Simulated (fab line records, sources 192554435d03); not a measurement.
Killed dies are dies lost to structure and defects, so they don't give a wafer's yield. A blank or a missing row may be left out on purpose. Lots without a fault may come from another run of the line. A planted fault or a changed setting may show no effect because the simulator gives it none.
Split-lot experiment | flow n5_finfet | 7 lots, 21 wafers read, on a route of 1938 steps

THE SPLIT
At N5_MIM_BOT_SPUTTER_00 (material TiN, target thk 35 nm, time 89.7 s), the setting chamber_pressure_pa was moved away from the recipe's 0.49996 Pa on 12 of the 21 wafers read, by -11.0% to +11.3%. The other wafers ran this setting at the recipe's value.

The reading is taken at the split's own step.

THE READING
TiN_of_MIM_BOT_SPUTTER_00.thk_nm (the simulator's own value, which no gauge read), in nm, at N5_MIM_BOT_SPUTTER_00 (material TiN, target thk 35 nm, time 89.7 s). The file gives no usual value for it. The 9 wafers here that ran the recipe average 35.1 nm, standard deviation 0.28 nm.

wafer  | tool, chamber at the split | chamber_pressure_pa as run, Pa | against the recipe | TiN_of_MIM_BOT_SPUTTER_00.thk_nm, nm | against lot-mates on the recipe
L076.1 | pvd_sputter-01, -          | 0.4449                         | -11.0%             | 35.4                                 | no lot-mate on the recipe
L076.5 | pvd_sputter-01, -          | 0.4449                         | -11.0%             | 35.8                                 | no lot-mate on the recipe
L076.6 | pvd_sputter-01, -          | 0.4449                         | -11.0%             | 35.6                                 | no lot-mate on the recipe
L080.2 | pvd_sputter-01, -          | 0.5567                         | +11.3%             | 34                                   | no lot-mate on the recipe
L080.4 | pvd_sputter-01, -          | 0.5567                         | +11.3%             | 34                                   | no lot-mate on the recipe
L080.5 | pvd_sputter-01, -          | 0.5567                         | +11.3%             | 33.4                                 | no lot-mate on the recipe
L081.2 | pvd_sputter-03, -          | 0.5527                         | +10.5%             | 33.8                                 | no lot-mate on the recipe
L081.3 | pvd_sputter-03, -          | 0.5527                         | +10.5%             | 33.6                                 | no lot-mate on the recipe
L081.4 | pvd_sputter-03, -          | 0.5527                         | +10.5%             | 34.4                                 | no lot-mate on the recipe
L084.3 | pvd_sputter-03, -          | 0.49996                        | recipe             | 35.2                                 | -
L084.5 | pvd_sputter-03, -          | 0.49996                        | recipe             | 34.8                                 | -
L084.6 | pvd_sputter-03, -          | 0.49996                        | recipe             | 35                                   | -
L091.1 | pvd_sputter-01, -          | 0.49996                        | recipe             | 34.6                                 | -
L091.4 | pvd_sputter-01, -          | 0.49996                        | recipe             | 35.2                                 | -
L091.5 | pvd_sputter-01, -          | 0.49996                        | recipe             | 35                                   | -
L094.1 | pvd_sputter-01, -          | 0.4785                         | -4.3%              | 34.8                                 | no lot-mate on the recipe
L094.2 | pvd_sputter-01, -          | 0.4785                         | -4.3%              | 35.4                                 | no lot-mate on the recipe
L094.5 | pvd_sputter-01, -          | 0.4785                         | -4.3%              | 35.2                                 | no lot-mate on the recipe
L093.3 | pvd_sputter-03, -          | 0.49996                        | recipe             | 35.2                                 | -
L093.5 | pvd_sputter-03, -          | 0.49996                        | recipe             | 35.6                                 | -
L093.6 | pvd_sputter-03, -          | 0.49996                        | recipe             | 35.4                                 | -

THE FIT
A straight line over all 21 wafers: TiN_of_MIM_BOT_SPUTTER_00.thk_nm changes by -0.0828 nm for each +1% of chamber_pressure_pa; r = -0.88; the points scatter about the line by 0.35 nm.
Too few moved wafers have a lot-mate on the recipe to fit a line with each lot's own level taken away.

THE FILE'S OWN FIT
TiN_of_MIM_BOT_SPUTTER_00.thk_nm changes by -0.0828 nm for each +1% of chamber_pressure_pa, r = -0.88.
